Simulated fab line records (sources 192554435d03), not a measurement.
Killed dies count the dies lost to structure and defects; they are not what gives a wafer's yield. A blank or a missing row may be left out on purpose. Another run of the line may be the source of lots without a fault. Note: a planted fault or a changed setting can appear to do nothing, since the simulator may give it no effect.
Matching of chambers :: flow n5_finfet :: N5_BEOL_M11_VIA_ETCH_34 on rie_diel-06: 4 sister chambers
The step etches SiCOH lowk in C4F6/O2, target depth 184.5 nm, time 69.2 s. 4 wafers are shown with their chamber, then 7 later ones without.

== WAFERS, EACH WITH ITS CHAMBER ==
wafer: L082.4
chamber: 2
rf_vpp_V (V): 656

wafer: L091.3
chamber: 0
rf_vpp_V (V): 683

wafer: L092.2
chamber: 1
rf_vpp_V (V): 675

wafer: L092.3
chamber: 3
rf_vpp_V (V): 681

== WAFERS WITHOUT THEIR CHAMBER ==
wafer: L092.5
rf_vpp_V (V): 675

wafer: L095.1
rf_vpp_V (V): 678

wafer: L095.2
rf_vpp_V (V): 657

wafer: L095.6
rf_vpp_V (V): 672

wafer: L097.4
rf_vpp_V (V): 673

wafer: L097.5
rf_vpp_V (V): 656

wafer: L097.6
rf_vpp_V (V): 679

== WHICH CHAMBER EACH ONE RAN IN ==
wafer: L092.5
from the rows above: 1
in truth: 1

wafer: L095.1
from the rows above: can't be placed: 1 or 3 or 0
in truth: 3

wafer: L095.2
from the rows above: 2
in truth: 2

wafer: L095.6
from the rows above: 1
in truth: 1

wafer: L097.4
from the rows above: 1
in truth: 1

wafer: L097.5
from the rows above: 2
in truth: 2

wafer: L097.6
from the rows above: can't be placed: 3 or 0 or 1
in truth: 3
Correct placement for 5 of the 7. Unplaceable from these rows: 2, with the true chamber sitting among the candidates in 2. 0 placed wrongly.
How it was worked out, from the rows above alone: a wafer's distance from a chamber is the root of the sum, over the readings, of the square of ((its reading less the chamber's mean) divided by the reading's scatter). If the next closest chamber is less than 2 further off than the closest, the wafer can't be placed; otherwise it belongs to the closest. The mean given for a chamber averages the wafers shown for that chamber. The scatter: root of mean squared gap, hidden wafer to nearest shown wafer, with one shown wafer a chamber.
